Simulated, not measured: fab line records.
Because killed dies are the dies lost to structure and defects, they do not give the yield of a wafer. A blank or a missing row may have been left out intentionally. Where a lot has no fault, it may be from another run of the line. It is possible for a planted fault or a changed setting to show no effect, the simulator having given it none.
fab line records | flow nandHarc
record lots=20 wafers=60 lastDay=24
route steps=1159 shown A_STAIRCASE@588
lots untouched by any fault: they come from a run of this same line in which no faults occurred
startH: hours from the record's first day to the start of the lot's first wafer shown | waitH: time in hours since the lot's previous step | " repeats the value in the row above | L1.1+2: a row that stands for several wafers | - no value present, or no start provided | * or withheld: withheld | < > ~ a bound
route shown NAME@n: a module of which the file shows steps, and the number in the route of the first | usual: mean/standard deviation taken from wafers without a fault | same: alike in all rows | chamber/n: place in a boat | sites: the reading at each site | _std_site: the standard deviation of these | _edge_site: inner sites' mean taken away from outer sites' mean | radiusMm: how far each site lies from the wafer's centre | mask NAME#n: copy n | behind: the tool/chamber that last shaped the wafer | hold: why the lot was held/for how many hours/how that ended | device: names the non-switching transistor (n, p or np) | end of line: tests of these same wafers at the route's end | for a step that has no rows: nothing shown but its recipe | killed: at the first sort, the dies lost to defects and structure; wafer yield is something else | map: shows each die of a wafer: x if killed, . if not, _ if none is there
set.NAME: the run value of the setting; set.NAME@STEP: its run value at that earlier step | model.NAME: the simulator's own value behind a step, which no gauge read
route steps across a sampled set of lots; one table per step, one row per wafer
services: a tool's chamber out of use, with start hour (startH, from the record's first day; less than 0 if before it), hours out, and reason
## steps
# step NHARC_A_STAIRCASE_ETCH_194
# recipe targetDepthA=1000 timeS=40.5 ionEnergyEv=400 c4f8FlowSccm=20 o2FlowSccm=10 arFlowSccm=withheld rfW=600 biasW=1000 chemistry=C4F8/O2
# usual biasW=999.9/2.7 chamberPressureMTorr=25.000/0.023 oesProductAu=0.947/0.014 rfFwdPowerW=593.0/2.4 rfVppV=897/4.5
# columns lot.wafer tool chamber startH waitH biasW chamberPressureMTorr oesProductAu rfFwdPowerW rfHoursCounterH rfVppV
L074.1 rieDiel-11 2 - - 1000.7 24.987 0.925 593.1 21 893
L074.4 " 0 " " 1003.4 25.013 0.926 591.6 19 902
L074.5 " 1 " " 1002.8 24.970 0.911 592.1 - 892
L075.4 rieDiel-13 1 - - 1002.5 24.948 0.948 590.1 48 898
L075.3 " 3 " " 1001.0 25.017 0.949 593.5 47 893
L075.2 " 0 " " 1005.2 24.979 0.962 592.7 48 906
L076.1 rieDiel-11 3 - - 1000.8 24.975 0.940 595.2 21 902
L076.2 " 0 " " 997.1 24.959 0.944 591.7 20 902
L076.6 " 1 " " 1000.4 25.009 0.922 589.6 - 893
L077.4 rieDiel-13 3 - - 1000.1 25.024 0.945 592.3 50 893
L077.1 " 1 " " 1001.8 25.017 0.953 591.8 50 898
L077.5 " 3 " " 998.2 25.023 0.944 590.4 - 893
L078.3 rieDiel-01 0 - - 1000.7 25.012 0.947 591.8 38 899
L078.6 " 1 " " 1003.5 25.027 0.930 587.2 - 889
L078.5 " 2 " " 998.9 24.983 0.949 591.8 - 902
L079.2 rieDiel-13 3 - - 992.1 25.011 0.943 589.0 58 892
L079.1 " 1 " " 991.9 24.968 0.954 592.1 59 899
L079.5 " 1 " " 1001.6 24.992 0.954 591.6 - 899
L080.3 rieDiel-11 1 - - 996.4 24.988 0.921 593.0 28 893
L080.4 " 2 " " 1001.4 25.003 0.944 595.4 31 891
L080.2 " 3 " " 1002.0 25.044 0.925 593.6 29 901
L082.2 rieDiel-13 0 - - 1001.0 24.976 0.945 595.6 1 904
L082.6 " 3 " " 999.4 24.978 0.942 591.7 - 896
L082.5 " 0 " " 1004.8 24.977 0.947 592.4 - 907
L081.4 rieDiel-01 0 - - 1000.1 25.008 0.950 593.3 50 898
L081.2 " 3 " " 995.2 25.008 0.956 594.6 55 898
L081.5 " 0 " " 1000.0 24.993 0.953 594.0 - 896
L084.4 rieDiel-13 0 - - 1004.0 25.032 0.965 595.9 3 904
L084.1 " 2 " " 1002.3 24.982 0.957 594.1 3 900
L084.2 " 3 " " 996.6 24.982 0.951 592.1 3 895
L083.2 rieDiel-11 3 - - 999.5 25.017 0.934 593.9 37 902
L083.4 " 0 " " 999.8 25.028 0.949 593.6 35 900
L083.3 " 1 " " 998.7 25.027 0.954 590.4 36 893
L087.1 rieDiel-13 2 - - 999.4 24.968 0.945 598.1 12 898
L087.4 " 3 " " 998.7 24.981 0.940 594.1 11 896
L087.6 " 1 " " 995.8 24.984 0.938 590.5 - 899
L086.3 rieDiel-13 2 - - 997.4 24.994 0.951 593.8 15 898
L086.1 " 3 " " 997.1 25.000 0.946 589.8 14 892
L086.6 " 0 " " 998.1 24.987 0.953 594.4 - 905
L089.2 rieDiel-01 1 - - 999.4 25.016 0.974 591.9 4 889
L089.3 " 3 " " 996.5 24.997 0.934 598.6 4 898
L089.5 " 2 " " 1001.1 25.057 0.935 592.2 - 902
L091.2 rieDiel-13 3 - - 1005.2 25.008 0.956 589.6 21 892
L091.4 " 0 " " 999.7 25.007 0.971 593.0 21 904
L091.5 " 0 " " 999.3 24.986 0.974 591.0 - 904
L093.3 rieDiel-13 3 - - 997.6 24.995 0.938 595.3 27 891
L093.4 " 0 " " 998.1 24.995 0.962 595.6 26 903
L093.2 " 1 " " 1001.6 24.960 0.977 592.1 28 898
L094.1 rieDiel-01 1 - - 994.1 25.012 0.959 593.3 13 888
L094.3 " 2 " " 999.9 24.993 0.948 589.7 11 901
L094.5 " 0 " " 998.3 25.011 0.934 593.5 - 898
L096.3 rieDiel-13 0 - - 1000.8 24.992 0.976 592.9 31 904
L096.4 " 1 " " 999.0 25.023 0.948 595.7 32 898
L096.6 " 3 " " 997.2 25.007 0.949 594.6 - 893
L097.2 rieDiel-13 2 - - 998.3 25.013 0.961 594.8 37 898
L097.4 " 3 " " 997.9 25.008 0.933 593.4 37 894
L097.5 " 2 " " 1002.1 25.055 0.956 595.7 - 896
L095.3 rieDiel-13 2 - - 997.5 25.006 0.961 595.5 37 897
L095.2 " 3 " " 998.4 24.969 0.941 590.9 37 893
L095.5 " 2 " " 998.2 25.024 0.965 595.9 - 896
# step NHARC_A_STAIRCASE_ETCH_201
# recipe targetDepthA=1000 timeS=40.5 ionEnergyEv=400 c4f8FlowSccm=20 o2FlowSccm=10 arFlowSccm=withheld rfW=600 biasW=1000 chemistry=C4F8/O2
# usual biasW=1000/3.4 chamberPressureMTorr=25.000/0.022 oesProductAu=0.944/0.014 rfFwdPowerW=593.5/2.2 rfVppV=897/4.7
# columns lot.wafer tool chamber startH waitH biasW chamberPressureMTorr oesProductAu rfFwdPowerW rfHoursCounterH rfVppV
L074.1 rieDiel-11 1 - - 1003 24.978 0.909 592.1 20 894
L074.4 " 2 " " 1000 25.002 0.936 593.1 21 891
L074.5 " 1 " " 1002 24.977 0.913 593.2 - 892
L075.3 rieDiel-13 3 - - 998 24.990 0.928 592.2 48 893
L075.4 " 0 " " 1001 25.034 0.944 592.9 49 905
L075.2 " 1 " " 998 24.973 0.943 589.2 48 899
L076.2 rieDiel-11 2 - - 995 25.033 0.947 596.4 23 892
L076.1 " 3 " " 996 25.005 0.930 595.1 22 900
L076.6 " 3 " " 1000 25.020 0.937 595.3 - 901
L077.4 rieDiel-13 0 - - 1005 25.015 0.947 595.2 51 905
L077.1 " 1 " " 999 24.995 0.944 587.0 50 898
L077.5 " 0 " " 1003 24.981 0.954 592.2 - 905
L078.3 rieDiel-11 0 - - 1000 25.022 0.936 591.9 23 901
L078.5 " 3 " " 994 25.035 0.923 593.5 - 900
L078.6 " 2 " " 1002 24.980 0.946 595.4 - 891
L080.2 rieDiel-11 1 - - 998 25.047 0.940 594.6 28 893
L080.4 " 2 " " 1004 24.976 0.948 596.3 32 892
L080.3 " 3 " " 998 24.959 0.939 593.3 29 901
L079.1 rieDiel-13 3 - - 1005 24.988 0.929 593.2 59 894
L079.2 " 2 " " 1002 25.015 0.934 598.7 67 897
L079.5 " 2 " " 998 24.994 0.940 597.8 - 899
L082.2 rieDiel-01 0 - - 1001 25.002 0.927 591.6 50 897
L082.5 " 2 " " 1006 25.048 0.939 591.4 - 902
L082.6 " 3 " " 1004 24.983 0.940 594.4 - 900
L081.2 rieDiel-13 3 - - 1006 25.020 0.940 594.6 3 893
L081.4 " 0 " " 1000 24.960 0.965 594.8 2 904
L081.5 " 3 " " 1007 24.994 0.949 594.0 - 892
L083.4 rieDiel-13 0 - - 1002 25.016 0.969 597.6 4 903
L083.2 " 2 " " 995 24.971 0.967 595.0 4 898
L083.3 " 3 " " 994 25.004 0.956 591.7 4 894
L084.1 rieDiel-11 2 - - 993 24.993 0.929 592.2 40 892
L084.2 " 3 " " 1004 25.008 0.916 596.4 37 901
L084.4 " 1 " " 1003 24.997 0.929 593.4 37 893
L087.1 rieDiel-11 2 - - 998 25.000 0.960 593.9 46 892
L087.4 " 3 " " 996 25.000 0.924 592.1 44 901
L087.6 " 1 " " 1000 25.021 0.951 593.5 - 894
L086.3 rieDiel-13 3 - - 997 24.994 0.949 594.5 14 893
L086.1 " 0 " " 1007 24.981 0.956 591.6 14 906
L086.6 " 3 " " 995 25.033 0.943 594.1 - 892
L089.2 rieDiel-01 3 - - 1000 25.017 0.919 597.7 4 898
L089.3 " 0 " " 998 24.991 0.926 594.5 5 897
L089.5 " 2 " " 999 24.986 0.934 592.9 - 901
L091.4 rieDiel-01 3 - - 1000 25.000 0.937 594.1 7 897
L091.2 " 1 " " 999 25.036 0.942 589.7 8 887
L091.5 " 3 " " 995 25.022 0.943 594.8 - 897
L093.2 rieDiel-13 3 - - 1003 24.972 0.943 594.4 28 892
L093.3 " 0 " " 1003 24.997 0.955 593.4 27 905
L093.4 " 2 " " 1000 24.981 0.968 593.5 28 898
L094.3 rieDiel-01 0 - - 997 25.015 0.941 593.0 16 896
L094.1 " 1 " " 1003 25.013 0.966 590.9 14 889
L094.5 " 3 " " 998 25.006 0.935 594.0 - 897
L096.4 rieDiel-13 1 - - 997 25.002 0.958 592.0 32 898
L096.3 " 2 " " 999 25.006 0.967 596.1 32 897
L096.6 " 2 " " 998 25.039 0.968 597.5 - 898
L097.4 rieDiel-11 2 - - 996 24.970 0.957 592.3 0 890
L097.2 " 3 " " 1002 25.006 0.962 595.4 0 900
L097.5 " 1 " " 1000 25.009 0.947 597.1 - 892
L095.2 rieDiel-13 0 - - 1001 24.984 0.965 590.8 37 905
L095.3 " 1 " " 998 24.972 0.947 591.7 37 897
L095.5 " 3 " " 999 24.967 0.936 590.5 - 892
# step NHARC_A_STAIRCASE_ETCH_253
# recipe targetDepthA=500 timeS=20.2 ionEnergyEv=400 c4f8FlowSccm=20 o2FlowSccm=10 arFlowSccm=withheld rfW=600 biasW=1000 chemistry=C4F8/O2
# usual biasW=1000/3 chamberPressureMTorr=25.001/0.023 oesProductAu=0.953/0.021 rfFwdPowerW=589/3.4 rfVppV=897/4.8
# columns lot.wafer tool chamber startH waitH biasW chamberPressureMTorr oesProductAu rfFwdPowerW rfHoursCounterH rfVppV
L074.1 rieDiel-11 1 254.22 0.1 999 25.002 0.928 585 22 893
L074.4 " 3 " " 1005 24.969 0.952 590 22 900
L074.5 " 2 " " 1000 25.006 0.964 592 - 891
L075.3 rieDiel-11 0 254.73 0.1 1001 25.003 0.928 589 21 902
L075.4 " 1 " " 1001 24.988 0.912 587 22 893
L075.2 " 2 " " 1005 25.018 0.934 592 23 893
L076.2 rieDiel-11 2 259.51 0.1 994 24.975 0.954 591 24 893
L076.1 " 3 " " 997 25.004 0.936 592 24 901
L076.6 " 3 " " 997 25.003 0.949 594 - 901
L077.1 rieDiel-11 3 260.50 0.1 1000 25.013 0.963 592 24 901
L077.4 " 3 " " 1000 25.005 0.956 590 - 902
L077.5 " 0 " " 1001 25.006 0.973 594 - 903
L078.3 rieDiel-11 2 272.21 0.6 1006 25.017 0.925 594 31 892
L078.5 " 2 " " 1001 24.970 0.928 595 - 891
L078.6 " 3 " " 1002 25.021 0.915 593 - 901
L080.3 rieDiel-01 0 281.40 0.1 998 24.983 0.929 591 46 899
L080.2 " 2 " " 997 24.987 0.960 587 50 901
L080.4 " 3 " " 1000 24.999 0.954 595 51 899
L079.1 rieDiel-01 2 283.80 0.1 1002 25.009 0.984 585 52 903
L079.2 " 3 " " 1001 24.974 0.987 593 52 896
L079.5 " 2 " " 999 24.982 0.993 585 - 903
L082.2 rieDiel-01 0 294.70 0.5 995 24.997 0.922 590 51 898
L082.6 " 2 " " 1003 25.028 0.937 587 - 902
L082.5 " 3 " " 1000 25.008 0.932 597 - 899
L081.4 rieDiel-13 2 295.93 0.1 999 25.007 0.965 593 4 897
L081.2 " 3 " " 997 25.052 0.944 586 4 893
L081.5 " 2 " " 998 24.976 0.957 591 - 898
L083.3 rieDiel-11 1 299.38 0.1 1002 24.994 0.916 588 38 893
L083.2 " 3 " " 998 24.980 0.912 593 39 900
L083.4 " 0 " " 1001 24.958 0.937 591 37 902
L084.2 rieDiel-13 2 299.77 0.2 999 25.014 0.967 594 5 896
L084.4 " 3 " " 998 24.993 0.958 587 5 892
L084.1 " 1 " " 999 24.988 0.957 585 5 899
L087.1 rieDiel-13 3 321.30 0.1 1001 25.004 0.944 586 13 893
L087.4 " 0 " " 1002 24.999 0.963 589 13 905
L087.6 " 3 " " 997 24.996 0.944 588 - 893
L086.3 rieDiel-01 0 329.03 0.1 995 24.927 0.954 589 3 899
L086.1 " 3 " " 1002 24.983 0.961 595 2 898
L086.6 " 0 " " 1000 24.988 0.951 589 - 899
L089.2 rieDiel-01 0 340.79 0.1 996 24.993 0.976 586 10 897
L089.3 " 1 " " 1000 24.994 0.992 585 8 888
L089.5 " 0 " " 995 25.033 0.964 588 - 898
L091.4 rieDiel-01 0 345.25 0.4 1000 24.999 0.933 589 11 897
L091.2 " 1 " " 995 24.952 0.952 585 10 889
L091.5 " 2 " " 1006 25.040 0.931 586 - 903
L093.2 rieDiel-11 1 363.72 0.1 1001 24.983 0.947 587 59 893
L093.4 " 3 " " 1000 25.030 0.962 590 61 900
L093.3 " 0 " " 995 25.007 0.969 590 60 902
L094.1 rieDiel-13 0 365.69 0.1 997 25.020 0.999 589 30 904
L094.3 " 3 " " 1004 24.961 0.951 589 31 893
L094.5 " 1 " " 1000 24.993 0.984 589 - 898
L096.3 rieDiel-13 0 375.41 0.1 999 24.998 0.961 594 36 905
L096.4 " 2 " " 1001 25.009 0.988 593 36 898
L096.6 " 0 " " 998 25.025 0.965 590 - 903
L097.2 rieDiel-01 1 383.30 0.1 998 25.000 0.966 583 22 887
L097.4 " 2 " " 1002 24.949 0.957 588 22 902
L097.5 " 1 " " 996 25.005 0.970 583 - 889
L095.2 rieDiel-01 1 383.87 0.2 1000 24.998 0.941 582 23 888
L095.3 " 0 " " 1002 25.008 0.936 586 26 899
L095.5 " 2 " " 999 25.019 0.962 588 - 902
# step NHARC_A_STAIRCASE_DEP_259
# recipe targetThkA=300 targetThkNm=30 tempC=400 pressureTorr=3.5 flowSccm=200 rfW=350 material=SiON
# usual heaterPowerW=788/100 rfFwdPowerW=348.7/1 showerheadVppV=1151/53
# columns lot.wafer tool chamber startH waitH heaterPowerW rfFwdPowerW showerheadVppV
L074.1 pecvd-04 1 257.69 1.6 791 349.3 1129
L074.4 " 2 " " 809 348.4 1256
L074.5 " 1 " " 778 350.0 1128
L075.2 pecvd-01 1 258.26 1.3 625 347.2 1114
L075.3 " 2 " " 889 347.2 1109
L075.4 " 0 " " 619 348.1 1220
L076.1 pecvd-01 1 263.60 1.6 675 348.5 1100
L076.2 " 0 " " 741 347.3 1224
L076.6 " 0 " " 726 346.2 1229
L077.1 pecvd-04 1 265.46 1.6 871 348.4 1118
L077.4 " 0 " " 796 348.6 1220
L077.5 " 2 " " 758 350.6 1268
L078.3 pecvd-04 1 275.05 0.9 912 350.0 1130
L078.5 " 1 " " 897 349.7 1136
L078.6 " 2 " " 775 348.2 1238
L080.3 pecvd-01 2 284.74 0.9 839 348.4 1090
L080.2 " 1 " " 654 349.7 1098
L080.4 " 1 " " 642 349.7 1112
L079.2 pecvd-01 0 286.59 1.2 729 349.5 1223
L079.1 " 2 " " 935 350.8 1083
L079.5 " 1 " " 554 348.7 1120
L082.2 pecvd-04 1 298.42 1.3 779 349.2 1136
L082.6 " 0 " " 828 348.8 1203
L082.5 " 2 " " 893 348.7 1264
L081.2 pecvd-02 2 300.23 1.2 814 348.1 1131
L081.5 " 2 " " 824 347.9 1139
L081.4 " 0 " " 849 348.4 1162
L083.3 pecvd-01 1 306.11 1.0 537 347.8 1137
L083.2 " 2 " " 949 349.5 1093
L083.4 " 2 " " 950 348.7 1078
L084.2 pecvd-01 0 306.58 1.3 711 348.8 1223
L084.1 " 1 " " 610 348.5 1107
L084.4 " 2 " " 954 348.4 1081
L087.1 pecvd-02 2 324.06 1.5 885 348.3 1136
L087.6 " 0 " " 810 349.8 1143
L087.4 " 1 " " 764 348.8 1095
L086.1 pecvd-02 2 331.79 1.6 847 350.1 1144
L086.3 " 1 " " 750 348.5 1082
L086.6 " 2 " " 849 350.8 1147
L089.2 pecvd-04 0 344.91 1.3 775 350.1 1208
L089.3 " 0 " " 769 349.8 1222
L089.5 " 1 " " 758 348.9 1146
L091.2 pecvd-02 1 348.09 1.3 771 349.7 1091
L091.5 " 2 " " 885 350.1 1130
L091.4 " 0 " " 716 348.2 1166
L093.3 pecvd-02 0 368.32 0.9 738 349.3 1156
L093.2 " 2 " " 921 349.0 1114
L093.4 " 2 " " 913 349.6 1153
L094.3 pecvd-02 0 370.82 0.9 871 349.3 1165
L094.1 " 2 " " 822 349.9 1126
L094.5 " 1 " " 782 348.0 1095
L096.3 pecvd-01 2 380.76 1.1 983 347.7 1086
L096.4 " 2 " " 954 346.8 1084
L096.6 " 1 " " 590 348.7 1119
L097.2 pecvd-01 2 387.42 1.2 938 347.0 1087
L097.4 " 2 " " 970 347.6 1101
L097.5 " 1 " " 611 348.4 1106
L095.3 pecvd-02 0 387.60 1.0 722 348.2 1154
L095.2 " 1 " " 804 347.1 1105
L095.5 " 2 " " 894 348.4 1137
# step NHARC_A_STAIRCASE_HM_OPEN_460
# recipe o2FlowSccm=400 cosFlowSccm=20 arFlowSccm=0 rfW=500 biasW=300 chemistry=O2/COS
# usual biasW=299.9/1 chamberPressureMTorr=20.001/0.019 cosFlowSccm=20.00/0.066 drypumpMotorCurrentA=5.8/0.45 mfcArSccm=0.006/0.011 oesProductAu=1.004/0.012 rfFwdPowerW=499.0/1.6 rfVppV=468.2/2.6 showerheadPlenumPTorr=3.17/0.11 throttleValvePct=28.330/0.009
# columns lot.wafer tool chamber startH waitH biasW chamberPressureMTorr cosFlowSccm drypumpMotorCurrentA mfcArSccm oesProductAu rfFwdPowerW rfHoursCounterH rfVppV showerheadPlenumPTorr throttleValvePct
L074.4 rieDiel-01 2 - - 300.6 20.002 20.05 5.8 0.035 1.012 497.4 41 470.9 3.29 28.327
L074.1 " 0 " " 300.1 20.010 19.99 5.3 0.018 1.004 499.6 37 468.5 3.18 28.332
L074.5 " 2 " " 300.4 20.031 20.06 5.8 0.035 1.008 496.3 - 471.2 3.29 28.327
L075.3 rieDiel-13 1 - - 299.0 19.999 20.00 5.5 0 1.004 496.8 52 468.1 3.18 28.322
L075.2 " 2 " " 302.2 20.029 20.02 5.2 0.000 1.020 497.7 59 466.7 3.16 28.316
L075.4 " 3 " " 301.3 20.015 20.08 5.5 0 1.005 495.7 52 466.4 3.05 28.322
L076.2 rieDiel-13 0 - - 299.4 20.001 20.02 6.7 0 1.012 501.7 53 471.1 3.35 28.321
L076.1 " 2 " " 301.0 20.006 19.90 5.2 0.000 1.012 498.3 61 467.0 3.16 28.315
L076.6 " 0 " " 301.2 19.970 20.04 6.7 0 1.002 499.1 - 473.3 3.34 28.330
L077.4 rieDiel-13 2 - - 301.5 20.043 20.01 5.2 0.000 1.022 496.7 61 467.0 3.16 28.333
L077.1 " 3 " " 300.6 20.006 19.93 5.5 0 1.002 500.8 54 466.7 3.05 28.322
L077.5 " 0 " " 299.9 20.010 20.03 6.7 0 1.013 497.4 - 472.8 3.34 28.323
L078.3 rieDiel-11 2 - - 300.9 20.011 19.89 5.6 0.004 0.994 499.8 32 464.1 3.02 28.334
L078.5 " 3 " " 299.1 19.965 19.92 5.8 0.020 0.984 500.0 - 468.9 3.24 28.330
L078.6 " 0 " " 300.8 20.006 20.01 5.4 0 1.001 498.3 - 472.4 3.28 28.311
L080.2 rieDiel-01 2 - - 299.5 19.997 20.08 5.8 0.035 0.997 495.0 52 470.3 3.28 28.344
L080.4 " 3 " " 299.2 20.002 20.09 6.1 0 1.018 501.2 53 469.1 3.17 28.319
L080.3 " 1 " " 301.6 19.994 20.01 5.9 0.024 1.004 497.8 47 463.2 2.95 28.335
L079.1 rieDiel-13 1 - - 300.4 19.997 20.09 5.5 0 0.999 498.5 1 468.5 3.17 28.325
L079.2 " 3 " " 299.6 19.989 19.91 5.5 0 0.983 498.3 1 465.4 3.05 28.337
L079.5 " 0 " " 300.7 19.948 19.99 6.7 0 0.999 499.4 - 472.3 3.34 28.336
L082.2 rieDiel-13 0 - - 298.7 19.994 20.05 6.7 0 1.018 496.4 5 472.2 3.34 28.331
L082.6 " 1 " " 298.1 19.988 19.99 5.5 0 1.006 497.0 - 467.2 3.17 28.325
L082.5 " 2 " " 300.6 20.007 20.04 5.2 0.000 1.007 500.4 - 467.6 3.16 28.321
L081.2 rieDiel-11 1 - - 299.0 19.989 20.03 5.8 0 0.990 498.3 39 465.0 3.05 28.335
L081.4 " 3 " " 299.2 19.961 19.99 5.8 0.020 0.974 495.8 39 469.0 3.24 28.322
L081.5 " 0 " " 298.8 20.009 19.88 5.5 0 0.992 501.4 - 470.7 3.28 28.333
L083.2 rieDiel-11 2 - - 299.9 20.010 19.93 5.6 0.004 1.003 502.3 43 466.7 3.01 28.330
L083.3 " 0 " " 300.0 19.997 19.96 5.4 0 1.012 498.4 39 471.3 3.28 28.321
L083.4 " 1 " " 300.7 19.951 20.08 5.8 0 0.996 498.5 40 465.3 3.05 28.341
L084.1 rieDiel-13 1 - - 298.3 20.005 20.00 5.5 0 1.009 498.5 8 468.6 3.17 28.338
L084.2 " 2 " " 300.7 20.005 19.93 5.2 0.000 1.014 500.1 8 469.1 3.16 28.325
L084.4 " 3 " " 299.4 19.996 20.00 5.5 0 1.008 499.6 7 465.4 3.05 28.326
L087.4 rieDiel-13 3 - - 298.7 20.010 19.98 5.4 0 1.017 498.4 15 465.0 3.04 28.335
L087.1 " 1 " " 299.4 19.981 20.02 5.5 0 0.997 497.5 15 467.9 3.17 28.324
L087.6 " 2 " " 299.1 19.999 19.87 5.2 0.000 1.017 499.3 - 469.3 3.15 28.329
L086.1 rieDiel-11 3 - - 299.7 19.996 20.04 5.8 0.020 0.989 498.4 50 470.0 3.23 28.343
L086.3 " 0 " " 301.8 19.991 20.04 5.5 0 1.009 502.5 49 469.7 3.27 28.325
L086.6 " 0 " " 301.3 20.001 20.01 5.5 0 1.007 502.0 - 469.8 3.27 28.341
L089.2 rieDiel-13 2 - - 300.2 20.014 19.89 5.2 0.000 1.006 500.8 24 468.2 3.15 28.345
L089.3 " 1 " " 301.6 20.024 20.01 5.5 0 1.011 496.9 23 467.5 3.16 28.340
L089.5 " 3 " " 298.2 19.984 19.94 5.5 0 1.005 497.2 - 465.3 3.04 28.332
L091.4 rieDiel-11 0 - - 299.3 19.980 20.02 5.4 0 1.010 500.9 54 470.2 3.27 28.336
L091.2 " 1 " " 300.5 20.023 19.97 5.8 0 1.000 502.3 54 465.9 3.04 28.322
L091.5 " 2 " " 299.3 20.034 20.03 5.6 0.004 0.996 499.2 - 465.2 3.01 28.318
L093.2 rieDiel-13 0 - - 300.6 20.015 20.01 6.6 0 1.022 500.1 32 471.8 3.33 28.327
L093.3 " 1 " " 301.3 20.015 19.95 5.5 0 1.003 497.7 32 467.3 3.16 28.324
L093.4 " 3 " " 300.9 20.011 20.11 5.4 0 0.999 499.1 32 464.5 3.03 28.344
L094.1 rieDiel-01 2 - - 298.3 20.017 20.07 5.9 0.035 1.001 498.0 16 470.0 3.27 28.351
L094.3 " 3 " " 299.3 20.043 19.95 6.1 0 0.982 498.5 19 468.4 3.16 28.338
L094.5 " 2 " " 300.0 20.026 20.05 5.8 0.035 0.994 497.5 - 469.7 3.27 28.340
L096.4 rieDiel-13 0 - - 299.2 19.989 20.06 6.7 0 1.021 498.3 38 470.9 3.32 28.331
L096.3 " 3 " " 300.5 20.030 20.05 5.4 0 0.991 498.7 39 463.5 3.03 28.345
L096.6 " 1 " " 300.5 19.994 20.10 5.5 0 1.009 498.0 - 467.0 3.16 28.330
L097.2 rieDiel-13 1 - - 299.5 20.010 19.94 5.5 0 0.996 497.7 40 467.8 3.15 28.328
L097.4 " 2 " " 299.8 20.012 19.88 5.2 0.000 1.026 500.3 41 468.4 3.14 28.322
L097.5 " 1 " " 300.5 20.005 20.02 5.5 0 1.004 500.4 - 467.9 3.15 28.334
L095.3 rieDiel-01 2 - - 299.0 20.003 19.88 5.8 0.035 0.988 498.4 24 468.9 3.26 28.324
L095.2 " 1 " " 300.3 20.010 19.97 5.9 0.024 0.995 500.5 24 463.7 2.93 28.314
L095.5 " 3 " " 299.6 20.009 19.99 6.1 0 0.975 501.2 - 466.0 3.15 28.331
# step NHARC_A_STAIRCASE_HM_DEP_462
# recipe targetThkA=8000 tempC=400 material=aC
# usual throttleValvePct=34.999/0.009
# columns lot.wafer tool chamber startH waitH throttleValvePct
L074.1 aclDep-01 0 262.38 1.5 35.019
L074.4 " 0 " " 35.001
L074.5 " 0 " " 35.000
L075.2 aclDep-02 0 264.35 2.9 35.004
L075.3 " 0 " " 34.998
L075.4 " 0 " " 34.996
L076.1 aclDep-01 0 267.36 0.6 34.989
L076.2 " 0 " " 35.002
L076.6 " 0 268.88 2.1 34.987
L077.1 aclDep-01 0 269.18 0.5 34.993
L077.4 " 0 " " 35.004
L077.5 " 0 " " 35.008
L078.3 aclDep-01 0 279.31 1.1 35.006
L078.5 " 0 " " 34.996
L078.6 " 0 " " 35.013
L080.2 aclDep-02 0 288.20 0.4 34.986
L080.3 " 0 " " 35.004
L080.4 " 0 " " 35.004
L079.1 aclDep-02 0 289.73 0.1 35.006
L079.2 " 0 " " 35.005
L079.5 " 0 " " 35.012
L082.2 aclDep-03 0 306.37 4.8 35.002
L082.5 " 0 " " 35.011
L082.6 " 0 " " 35.003
L081.2 aclDep-02 0 307.50 4.2 34.991
L081.4 " 0 " " 35.004
L081.5 " 0 " " 34.998
L083.2 aclDep-02 0 309.65 0.4 35.000
L083.3 " 0 " " 35.000
L083.4 " 0 " " 34.981
L084.1 aclDep-03 0 309.88 0.1 34.989
L084.2 " 0 " " 35.008
L084.4 " 0 " " 34.980
L087.1 aclDep-02 0 328.26 0.9 34.996
L087.4 " 0 " " 35.005
L087.6 " 0 " " 34.998
L086.1 aclDep-01 0 335.03 0.1 34.997
L086.3 " 0 " " 35.004
L086.6 " 0 " " 34.996
L089.2 aclDep-02 0 348.76 0.4 34.996
L089.3 " 0 " " 35.007
L089.5 " 0 " " 35.012
L091.2 aclDep-03 0 352.50 1.2 35.015
L091.4 " 0 " " 34.998
L091.5 " 0 " " 35.004
L093.2 aclDep-02 0 375.30 3.8 34.995
L093.3 " 0 " " 35.004
L093.4 " 0 " " 34.993
L094.1 aclDep-02 0 376.82 2.8 34.990
L094.3 " 0 " " 35.002
L094.5 " 0 " " 35.003
L096.3 aclDep-01 0 384.90 0.8 35.018
L096.4 " 0 " " 35.010
L096.6 " 0 " " 34.985
L097.2 aclDep-03 0 391.02 0.4 34.996
L097.4 " 0 " " 34.989
L097.5 " 0 " " 34.998
L095.2 aclDep-02 0 391.21 0.4 34.992
L095.3 " 0 " " 35.005
L095.5 " 0 " " 35.004
## services
# columns tool chamber startH hours kind
aclDep-03 - 224.24 13.0 pm
aclDep-01 - 231.13 4.8 repair
rieDiel-13 0 232.08 - clean
rieDiel-13 1 232.08 - clean
rieDiel-13 2 232.08 - clean
rieDiel-13 3 232.08 - clean
pecvd-02 - 232.78 1.1 repair
pecvd-01 - 237.07 13.0 pm
aclDep-02 - 245.67 0.3 repair
rieDiel-13 0 256.58 - clean
rieDiel-13 1 256.58 - clean
rieDiel-13 2 256.58 - clean
rieDiel-13 3 256.58 - clean
rieDiel-13 - 276.27 9.0 pm
rieDiel-13 0 276.27 9.0 ventCycle
aclDep-01 - 294.77 13.0 pm
rieDiel-01 2 296.42 3.8 repair
rieDiel-01 - 314.88 9.0 pm
pecvd-02 - 334.34 13.0 pm
pecvd-04 2 337.80 19.8 repair
aclDep-02 - 352.25 13.0 pm
rieDiel-01 2 362.64 2.9 repair
rieDiel-11 - 366.50 9.0 pm
pecvd-04 - 376.56 13.0 pm
## key
fault none
